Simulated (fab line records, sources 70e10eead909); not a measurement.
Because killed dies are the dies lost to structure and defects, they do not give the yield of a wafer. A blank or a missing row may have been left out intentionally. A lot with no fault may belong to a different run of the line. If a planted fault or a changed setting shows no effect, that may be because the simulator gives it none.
What tool caused it? ; flow nand harc ; 22 lots, 66 wafers sampled, at 4 steps of a route of 1302

WHAT THE GAUGES SHOWED, per wafer
NHARC_A_CHANNEL_HOLE_D2_CD_MEAS_10 targets a cd of 100 nm. Usual: 100.1 nm for cd nm, sd 0.66.
lot;measured;on;cd nm (nm);flag
L075;day 13 05:12;cd sem-03;100.0 100.2 100.1;
L074;day 13 05:54;cd sem-01;100.7 99.2 99.9;
L077;day 14 14:10;cd sem-02;99.9 100.3 101.0;
L078;day 14 14:20;cd sem-02;101.1 100.1 100.8;
L079;day 15 10:59;cd sem-03;100.0 100.0 100.8;
L081;day 15 23:37;cd sem-01;100.2 100.5 100.2;
L080;day 15 23:38;cd sem-01;100.5 99.3 100.1;
L082;day 16 11:04;cd sem-02;99.8 99.1 100.8;
L083;day 17 05:37;cd sem-01;99.3 98.0 99.9;
L084;day 17 16:54;cd sem-03;99.7 100.1 99.7;
L085;day 18 05:57;cd sem-03;100.2 100.4 99.8;
L086;day 18 06:32;cd sem-02;100.6 101.0 100.4;
L088;day 19 11:52;cd sem-01;99.9 99.0 99.6;
L087;day 19 16:26;cd sem-03;101.1 100.3 101.5;
L090;day 19 17:08;cd sem-01;99.6 99.9 100.2;
L089;day 19 17:35;cd sem-03;100.8 99.6 100.1;
L092;day 20 06:43;cd sem-02;100.2 100.1 98.2;
L094;day 21 12:18;cd sem-03;99.9 101.4 100.1;
L093;day 21 12:42;cd sem-02;100.4 99.9 100.1;
L095;day 22 06:47;cd sem-03;98.8 100.7 101.6;
L096;day 22 07:07;cd sem-03;99.3 99.6 99.7;
L097;day 22 17:36;cd sem-01;99.8 100.5 99.5;

NHARC_A_CHANNEL_FILL_D2_INSPECT_13. Usual: 380 for raw defect count, sd 140.
lot;measured;on;raw defect count;flag
L075;day 15 16:38;defect inspect-01;635 363 881;
L074;day 15 16:49;defect inspect-01;311 588 324;
L077;day 16 22:01;defect inspect-02;379 398 421;
L078;day 17 05:34;defect inspect-02;375 302 338;
L079;day 17 19:08;defect inspect-01;267 214 210;
L081;day 18 07:50;defect inspect-02;615 335 421;
L080;day 18 07:52;defect inspect-02;270 277 260;
L082;day 18 20:14;defect inspect-01;283 272 409;
L083;day 19 16:37;defect inspect-02;228 267 233;
L084;day 20 01:03;defect inspect-01;413 447 630;
L085;day 20 13:14;defect inspect-01;646 721 812;
L086;day 20 13:12;defect inspect-02;301 284 246;
L088;day 22 01:07;defect inspect-01;286 207 206;
L087;day 22 01:19;defect inspect-02;327 369 333;
L090;day 22 01:17;defect inspect-01;469 615 407;
L089;day 22 04:38;defect inspect-02;234 373 248;
L092;day 22 16:19;defect inspect-02;429 462 302;
L094;day 23 20:06;defect inspect-01;278 299 207;
L093;day 23 19:55;defect inspect-01;285 337 416;
L095;day 24 14:42;defect inspect-02;251 215 271;
L096;day 24 14:42;defect inspect-01;333 247 454;
L097;day 25 01:39;defect inspect-02;517 478 350;

TOOL THAT RAN EACH LOT (tool first, then ch and the chambers of the sampled wafers, then the start)
lot;NHARC_A_CHANNEL_HOLE_D2_DESCUM_15;NHARC_A_CHANNEL_HOLE_D2_ETCH_24
L075;rie diel-07 ch 2,3, day 13 05:23;har etch-01 ch 0,1, day 13 08:42
L074;rie diel-01 ch 0,1,2, day 13 06:07;har etch-01 ch 0,1, day 13 12:59
L077;rie diel-01 ch 0,2,3, day 14 14:22;har etch-01 ch 0,1, day 14 17:40
L078;rie diel-07 ch 2,3, day 14 14:31;har etch-02 ch 0, day 14 20:13
L079;rie diel-01 ch 0,3, day 15 11:10;har etch-01 ch 0,1, day 15 14:53
L081;rie diel-01 ch 1,3, day 15 23:47;har etch-02 ch 0,1, day 16 04:10
L080;rie diel-07 ch 0,2, day 15 23:50;har etch-01 ch 0,1, day 16 03:15
L082;rie diel-06 ch 2,3, day 16 11:16;har etch-01 ch 0, day 16 14:32
L083;rie diel-07 ch 0,1,3, day 17 05:49;har etch-02 ch 0,1, day 17 12:17
L084;rie diel-01 ch 1,2, day 17 17:05;har etch-01 ch 0,1, day 17 20:31
L085;rie diel-07 ch 0,2, day 18 06:08;har etch-01 ch 0,1, day 18 09:43
L086;rie diel-06 ch 1,2, day 18 06:43;har etch-02 ch 0,1, day 18 11:31
L088;rie diel-07 ch 0,3, day 19 12:03;har etch-02 ch 0,1, day 19 15:37
L087;rie diel-06 ch 0,1,2, day 19 16:37;har etch-01 ch 1, day 19 19:56
L090;rie diel-07 ch 0,3, day 19 17:19;har etch-02 ch 0,1, day 19 21:01
L089;rie diel-06 ch 1,2,3, day 19 17:46;har etch-01 ch 0, day 20 00:15
L092;rie diel-01 ch 0,2,3, day 20 06:54;har etch-02 ch 0,1, day 20 12:36
L094;rie diel-01 ch 1,2,3, day 21 12:29;har etch-02 ch 0,1, day 21 15:56
L093;rie diel-07 ch 0,2,3, day 21 12:54;har etch-01 ch 0,1, day 21 16:11
L095;rie diel-01 ch 0,3, day 22 06:58;har etch-02 ch 0,1, day 22 10:16
L096;rie diel-06 ch 1,2, day 22 07:17;har etch-01 ch 0,1, day 22 10:37
L097;rie diel-01 ch 1,2,3, day 22 17:47;har etch-01 ch 0,1, day 22 21:13
- NHARC_A_CHANNEL_HOLE_D2_DESCUM_15: chemistry O2, time 3 s.
- NHARC_A_CHANNEL_HOLE_D2_ETCH_24: etches the open film in C4F8/O2/Ar, time 906.2 s, target depth 1500 nm.

WHAT THE TOOLS THEMSELVES READ (means of the sampled wafers that have a number; where no wafer has one, the mark that the record gives instead)
NHARC_A_CHANNEL_HOLE_D2_DESCUM_15. Usual: chamber pressure mTorr 60.00 mTorr, standard deviation 0.052; drypump motor current A 5.66 A, standard deviation 0.24; oes product au 0.995 a.u., standard deviation 0.013; rf vpp V 57.8 V, standard deviation 0.93; showerhead plenum p Torr 1.93 Torr, standard deviation 0.097; throttle valve pct 11.311 %, standard deviation 0.0092.
lot;tool;chamber pressure mTorr (mTorr);drypump motor current A (A);oes product au (a.u.);rf vpp V (V);showerhead plenum p Torr (Torr);throttle valve pct (%);flag
L075;rie diel-07;60.03;5.52;0.992;57.5;1.80;11.316;
L074;rie diel-01;60.03;5.72;0.984;58.3;1.89;11.306;
L077;rie diel-01;60.00;5.85;0.983;57.9;1.96;11.318;
L078;rie diel-07;59.96;5.40;0.993;57.4;1.82;11.308;
L079;rie diel-01;59.98;5.88;0.976;57.8;1.95;11.308;
L081;rie diel-01;59.98;5.71;0.991;57.9;1.96;11.315;
L080;rie diel-07;59.96;5.82;1.002;58.2;1.95;11.312;
L082;rie diel-06;60.03;5.63;0.991;58.0;1.98;11.321;
L083;rie diel-07;60.02;5.56;0.999;58.0;1.92;11.309;
L084;rie diel-01;60.02;5.59;1.010;59.0;1.97;11.313;
L085;rie diel-07;59.96;5.72;0.998;57.2;1.86;11.310;
L086;rie diel-06;59.97;5.60;1.001;57.5;1.96;11.303;
L088;rie diel-07;59.95;5.51;0.998;58.2;1.89;11.310;
L087;rie diel-06;59.97;5.46;0.992;58.2;1.97;11.313;
L090;rie diel-07;60.02;5.50;1.002;57.3;1.89;11.312;
L089;rie diel-06;60.01;5.66;0.990;58.3;1.96;11.311;
L092;rie diel-01;60.06;5.86;0.994;58.0;1.96;11.317;
L094;rie diel-01;60.02;5.67;1.000;58.3;1.96;11.296;
L093;rie diel-07;59.99;5.60;0.994;57.2;1.87;11.314;
L095;rie diel-01;60.02;5.97;0.987;57.8;1.87;11.315;
L096;rie diel-06;60.02;5.61;1.012;57.9;1.96;11.308;
L097;rie diel-01;60.00;5.66;0.991;58.6;1.96;11.310;

NHARC_A_CHANNEL_HOLE_D2_ETCH_24. Usual: chamber pressure mTorr 19.999 mTorr, standard deviation 0.017; drypump motor current A 5.99 A, standard deviation 0.1; he backside leak sccm 5.5 sccm, standard deviation 0.52; showerhead plenum p Torr 3.71 Torr, standard deviation 0.1; throttle valve pct 32.235 %, standard deviation 0.0089.
lot;tool;chamber pressure mTorr (mTorr);drypump motor current A (A);he backside leak sccm (sccm);showerhead plenum p Torr (Torr);throttle valve pct (%);flag
L075;har etch-01;19.985;5.90;5.4;3.70;32.237;
L074;har etch-01;19.991;5.89;5.3;3.69;32.237;
L077;har etch-01;19.990;5.90;5.4;3.69;32.237;
L078;har etch-02;19.995;6.11;6.1;3.72;32.230;
L079;har etch-01;20.007;5.94;5.4;3.68;32.234;
L081;har etch-02;19.993;6.06;6.3;3.84;32.239;
L080;har etch-01;20.003;5.88;5.7;3.67;32.227;
L082;har etch-01;19.987;5.98;5.5;3.67;32.236;
L083;har etch-02;19.992;6.07;4.8;3.77;32.243;
L084;har etch-01;20.005;5.92;5.8;3.66;32.238;
L085;har etch-01;20.014;5.92;5.7;3.65;32.228;
L086;har etch-02;20.010;6.08;4.9;3.83;32.239;
L088;har etch-02;19.995;6.12;5.0;3.75;32.232;
L087;har etch-01;19.993;5.88;6.0;3.65;32.238;
L090;har etch-02;19.992;6.09;5.1;3.75;32.225;
L089;har etch-01;20.001;5.97;5.7;3.64;32.229;
L092;har etch-02;20.012;6.10;5.0;3.75;32.233;
L094;har etch-02;19.998;6.08;5.3;3.74;32.241;
L093;har etch-01;19.985;5.89;5.8;3.63;32.230;
L095;har etch-02;20.001;6.07;5.1;3.80;32.237;
L096;har etch-01;19.992;5.90;5.9;3.62;32.236;
L097;har etch-01;19.993;5.89;6.0;3.62;32.231;

THE ANSWER, worked out from the rows above alone
Rule: a lot counts as off when the mean over its wafers that have a number is more than 3 standard deviations away from the usual mean. Also off: a lot with no number at a reading for which 4 or more lots have one. The other lots that the step has rows for count as sound. After the gauges, taken in route order, come the tools' own readings; for these a lot's mean is taken, as printed above. At the first step where some lot is off, the reading lying furthest off is the one used; lots without a number count as furthest.
No lot is off on any of the readings shown, so nothing can be concluded from this.

WHAT WAS PUT IN BY THE SIMULATOR
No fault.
